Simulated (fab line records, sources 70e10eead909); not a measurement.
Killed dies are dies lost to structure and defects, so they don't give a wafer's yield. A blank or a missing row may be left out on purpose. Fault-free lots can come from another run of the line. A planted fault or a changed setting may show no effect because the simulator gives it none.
Chamber matching -- flow nand harc -- rie diel-12 running NHARC_A_STAIRCASE_ETCH_253: 4 sister chambers
The step etches the open film in C4F8/O2, target depth 50 nm, time 20.2 s. 33 wafers are shown with their chamber, then 12 later ones without.

## WAFERS WITH THEIR CHAMBER
wafer,chamber,rf vpp V (V),oes product au (a.u.)
L076.1,2,904,0.929
L076.5,0,895,0.956
L076.6,1,893,0.945
L075.1,1,894,0.938
L075.2,3,903,0.946
L075.4,0,893,0.934
L081.2,2,904,0.909
L081.3,3,902,0.924
L081.4,0,892,0.920
L080.1,2,905,0.947
L080.5,1,893,0.951
L080.6,0,892,0.939
L083.2,0,891,0.978
L083.3,1,893,0.965
L083.5,2,903,0.963
L087.1,3,903,0.940
L087.3,0,893,0.942
L087.5,1,893,0.940
L088.3,1,893,0.941
L088.5,3,902,0.937
L088.6,2,903,0.948
L089.1,0,892,0.950
L089.3,3,902,0.935
L089.6,1,893,0.949
L092.2,1,893,0.966
L092.4,0,891,0.970
L092.5,1,893,0.957
L091.1,1,892,0.975
L091.3,0,892,0.950
L091.4,2,902,0.972
L090.1,0,893,0.949
L090.2,2,904,0.970
L090.6,2,901,0.968

SIGNATURES (averages over the wafers above)
reading,chamber 0,chamber 1,chamber 2,chamber 3,scatter within a chamber
rf vpp V,892.40,893.00,903.25,902.40,0.967
oes product au,0.94880,0.95270,0.95075,0.93640,0.0163
Rule: a wafer's distance from a chamber is the root of the sum, over the readings, of the square of ((its reading less the chamber's mean) divided by the reading's scatter). If the next closest chamber is less than 2 further off than the closest, the wafer can't be placed; otherwise it belongs to the closest. How the scatter is found: for the shown wafers, subtract from each reading the mean of its chamber, square and add these, divide the total by (wafers less chambers), then take the root.

## WAFERS MISSING THEIR CHAMBER
wafer,rf vpp V (V),oes product au (a.u.)
L095.1,892,0.941
L095.2,903,0.945
L095.4,902,0.931
L094.3,891,0.953
L094.4,892,0.957
L094.5,893,0.958
L097.1,893,0.969
L097.5,902,0.946
L097.6,892,0.965
L096.3,894,0.993
L096.5,903,1.003
L096.6,901,0.960

## THE CHAMBER EACH PASSED THROUGH
wafer,from the rows above,in truth
L095.1,can't be placed: 0 or 1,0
L095.2,can't be placed: 2 or 3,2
L095.4,can't be placed: 3 or 2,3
L094.3,can't be placed: 0 or 1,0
L094.4,can't be placed: 0 or 1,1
L094.5,can't be placed: 1 or 0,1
L097.1,can't be placed: 1 or 0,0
L097.5,can't be placed: 3 or 2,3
L097.6,can't be placed: 0 or 1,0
L096.3,can't be placed: 1 or 0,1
L096.5,can't be placed: 2 or 3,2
L096.6,can't be placed: 3 or 2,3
Placed correctly: 0 of 12. These rows do not allow placing 12 (true chamber among the candidates in 12). Placed wrongly: 0.
